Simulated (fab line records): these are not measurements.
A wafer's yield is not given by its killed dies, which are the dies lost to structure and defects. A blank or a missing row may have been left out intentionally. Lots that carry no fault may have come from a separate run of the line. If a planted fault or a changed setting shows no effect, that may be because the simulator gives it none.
Split-lot study | flow n5-finfet | route with 1938 steps; 7 lots, 39 wafers read

ON THE SPLIT
At N5_DUMMY_GATE_ETCH_44 (etches poly-Si in HBr/O2, stops on SiO2, target depth 127.5 nm), the setting target-depth-a was moved away from the recipe's 1275 angstrom on 12 of the 39 wafers read, by -12.5% to +12.5%. For the rest of the wafers, this setting stayed at what the recipe calls for.

The reading is taken at the split's own step.

THE READING
oes-product-au, in a.u., at N5_DUMMY_GATE_ETCH_44 (etches poly-Si in HBr/O2, stops on SiO2, target depth 127.5 nm). A value of 0.729 a.u. with a standard deviation of 0.013 a.u. is what fault-free wafers of this fab line usually give.

wafer  | tool, chamber at the split | target-depth-a as run, angstrom | against the recipe | oes-product-au, a.u. | against lot-mates on the recipe
L074.1 | rie-si-05, 2               | 1116                            | -12.5%             | 0.793                | +0.056
L074.2 | rie-si-05, 3               | 1275                            | recipe             | 0.731                | -
L074.3 | rie-si-05, 0               | 1116                            | -12.5%             | 0.790                | +0.053
L074.4 | rie-si-05, 1               | 1275                            | recipe             | 0.747                | -
L074.5 | rie-si-05, 2               | 1275                            | recipe             | 0.732                | -
L074.6 | rie-si-05, 1               | 1116                            | -12.5%             | 0.799                | +0.062
L076.1 | rie-si-05, 1               | 1275                            | recipe             | 0.739                | -
L076.2 | rie-si-05, 0               | 1275                            | recipe             | 0.728                | -
L076.3 | rie-si-05, 3               | 1275                            | recipe             | 0.720                | -
L076.4 | rie-si-05, 2               | 1149                            | -9.9%              | 0.782                | +0.053
L076.5 | rie-si-05, 2               | 1149                            | -9.9%              | 0.776                | +0.047
L076.6 | rie-si-05, 3               | 1149                            | -9.9%              | 0.760                | +0.031
L078.1 | rie-si-04, 2               | 1275                            | recipe             | 0.722                | -
L078.2 | rie-si-04, 0               | 1275                            | recipe             | 0.748                | -
L078.5 | rie-si-04, 3               | 1275                            | recipe             | 0.729                | -
L080.1 | rie-si-04, 3               | 1435                            | +12.5%             | 0.703                | -0.039
L080.2 | rie-si-04, 1               | 1435                            | +12.5%             | 0.700                | -0.042
L080.3 | rie-si-04, 0               | 1275                            | recipe             | 0.747                | -
L080.4 | rie-si-04, 2               | 1275                            | recipe             | 0.730                | -
L080.5 | rie-si-04, 3               | 1275                            | recipe             | 0.750                | -
L080.6 | rie-si-04, 2               | 1435                            | +12.5%             | 0.691                | -0.051
L093.1 | rie-si-05, 1               | 1275                            | recipe             | 0.743                | -
L093.2 | rie-si-05, 3               | 1275                            | recipe             | 0.716                | -
L093.3 | rie-si-05, 2               | 1275                            | recipe             | 0.731                | -
L093.4 | rie-si-05, 3               | 1275                            | recipe             | 0.711                | -
L093.5 | rie-si-05, 1               | 1275                            | recipe             | 0.745                | -
L093.6 | rie-si-05, 2               | 1275                            | recipe             | 0.730                | -
L094.1 | rie-si-04, 0               | 1219                            | -4.4%              | 0.759                | +0.032
L094.2 | rie-si-04, 1               | 1219                            | -4.4%              | 0.749                | +0.022
L094.3 | rie-si-04, 3               | 1219                            | -4.4%              | 0.751                | +0.024
L094.4 | rie-si-04, 2               | 1275                            | recipe             | 0.713                | -
L094.5 | rie-si-04, 1               | 1275                            | recipe             | 0.732                | -
L094.6 | rie-si-04, 0               | 1275                            | recipe             | 0.735                | -
L097.1 | rie-si-05, 2               | 1275                            | recipe             | 0.735                | -
L097.2 | rie-si-05, 0               | 1275                            | recipe             | 0.713                | -
L097.3 | rie-si-05, 1               | 1275                            | recipe             | 0.745                | -
L097.4 | rie-si-05, 1               | 1275                            | recipe             | 0.729                | -
L097.5 | rie-si-05, 2               | 1275                            | recipe             | 0.725                | -
L097.6 | rie-si-05, 0               | 1275                            | recipe             | 0.721                | -

THE FIT
A straight line over all 39 wafers: oes-product-au changes by -0.00387 a.u. for each +1% of target-depth-a; r = -0.89; the points scatter about the line by 0.012 a.u.
The same after taking each lot's own level away (the mean of its wafers on the recipe; 39 wafers): -0.00417 a.u. for each +1%; r = -0.93; scatter 0.0098 a.u.
Per that fit: largest target-depth-a move, reading shift of 0.052 a.u.
From 0.7267 to 0.7423 a.u.: that is the span of the lots' own levels, equal to 1.2 times the standard deviation above.
The two slopes are in agreement: the lot-to-lot level therefore moves the slope only a little.
Check: for one of the wafers moved furthest among these (+12.5%), held out of the fit, the line's prediction against its lot-mates is -0.0529 a.u. Against them it came out at -0.0393 a.u.
Tool readings at the split's step, against how far the setting was moved: oes-product-au r = -0.89.

FURTHER SPLITS ON THESE WAFERS
Note: prior to the reading, these wafers also went through further splits. Each is held against what the fit with the lots' levels taken away leaves over:
other split on the same wafers        | wafers away from the commonest value | r with oes-product-au (lot level and that fit taken away)
N5_WELL_APT_IMPLANT_31 energy-kev     | 12                                   | +0.21
N5_FIN_SAQP_SPACER1_ALD_24 ald-cycles | 15                                   | +0.04
N5_DUMMY_GATE_ETCH_31 target-depth-a  | 15                                   | -0.15

FILE'S OWN FIT
oes-product-au changes by -0.00423 a.u. for each +1% of target-depth-a, r = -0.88.
